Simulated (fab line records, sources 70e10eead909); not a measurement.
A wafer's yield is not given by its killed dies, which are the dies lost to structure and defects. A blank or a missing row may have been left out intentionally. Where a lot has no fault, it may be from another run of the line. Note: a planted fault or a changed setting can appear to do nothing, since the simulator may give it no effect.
Check of tool commonality -- flow nand harc -- 3 lots and 9 wafers in the sample

## WHAT PROMPTED THE OPENING
At NHARC_END_SORT_01 the reading killed dies is flagged on 2 of 3 lots. No-fault wafers: 68, standard deviation 20.
Rule: a lot is flagged when every wafer of it that has a number lies more than 4 standard deviations from that mean, or none has a number. All remaining lots are regarded as sound.

lot,measured,on,"killed dies, wafer by wafer",flag
L684,day 27 13:40,prober-01,588 616 591,FLAGGED
L680,day 27 14:31,prober-02,615 620 596,FLAGGED
L696,day 32 23:49,prober-02,47 63 61,
On average the flagged lots' numbers are 604, which is +536 against the usual, or +27 standard deviations.

## WHICH TOOL RAN EACH LOT
Before the reading, the record contains 4 process steps out of a 1302-step route. Cell contents, in order: the tool; ch with the chambers the sampled wafers went through; the start.
lot,flag,NHARC_A_SLIT_DEP_00,NHARC_A_BONDPAD_PVD_17,NHARC_THIN_TSV_ETCH_15,NHARC_THIN_TSV_CMP_21
L684,FLAGGED,"acl dep-01 ch 0, day 22 11:25",no row,no row,no row
L680,FLAGGED,"acl dep-01 ch 0, day 22 04:43",no row,no row,no row
L696,,"acl dep-03 ch 0, day 27 21:51","pvd sputter-02, day 32 05:22 or earlier","rie si-06 ch 1,2,3, day 32 05:22","cmp-01 ch 0,3, day 32 08:52"
These steps, and what they do:
- NHARC_A_SLIT_DEP_00: deposits aC, target thk 6200 nm.
- NHARC_A_BONDPAD_PVD_17: deposits TaN, target thk 5 nm, time 8.06 s.
- NHARC_THIN_TSV_ETCH_15: target depth 3000 nm, bosch target overetch cycles 2, bosch etch step 2.8 s.
- NHARC_THIN_TSV_CMP_21: polishes, t overpolish 30 s, target thk 2000 nm.
- NHARC_END_SORT_01

## FLAGGED AGAINST TOTAL, ONE TOOL AT A TIME (gauges that did the reading follow at the end)
step,tool,lots run,flagged,share of the flagged lots,sound lots run after its first flagged lot
NHARC_A_SLIT_DEP_00,acl dep-01,2,2,all,0
NHARC_A_SLIT_DEP_00,acl dep-03,1,0,none,-
NHARC_A_BONDPAD_PVD_17,pvd sputter-02,1,0,none,-
NHARC_THIN_TSV_ETCH_15,rie si-06,1,0,none,-
NHARC_THIN_TSV_CMP_21,cmp-01,1,0,none,-
NHARC_END_SORT_01,prober-01,1,1,some,0
NHARC_END_SORT_01,prober-02,2,1,some,1 (L696)
Because NHARC_A_BONDPAD_PVD_17 lacks a start for some lots, the hours and order of its lots are taken from NHARC_THIN_TSV_ETCH_15.

## THE TABLE: WHAT IT ALLOWS
In the table, 1 row covers all flagged lots: acl dep-01 at NHARC_A_SLIT_DEP_00.
- acl dep-01 at NHARC_A_SLIT_DEP_00: 2 of its 2 lots flagged. No sound lot ran on it before its first flagged lot in this sample; the start therefore can't be narrowed down.
acl dep-01 at NHARC_A_SLIT_DEP_00 is the single tool remaining.

## WHAT THE SIMULATOR HAD PUT IN
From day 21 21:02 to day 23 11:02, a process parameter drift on acl dep-01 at NHARC_A_SLIT_DEP_00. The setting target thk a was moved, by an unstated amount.
Struck lots among those shown: L684, L680. Same finding as the rule above.
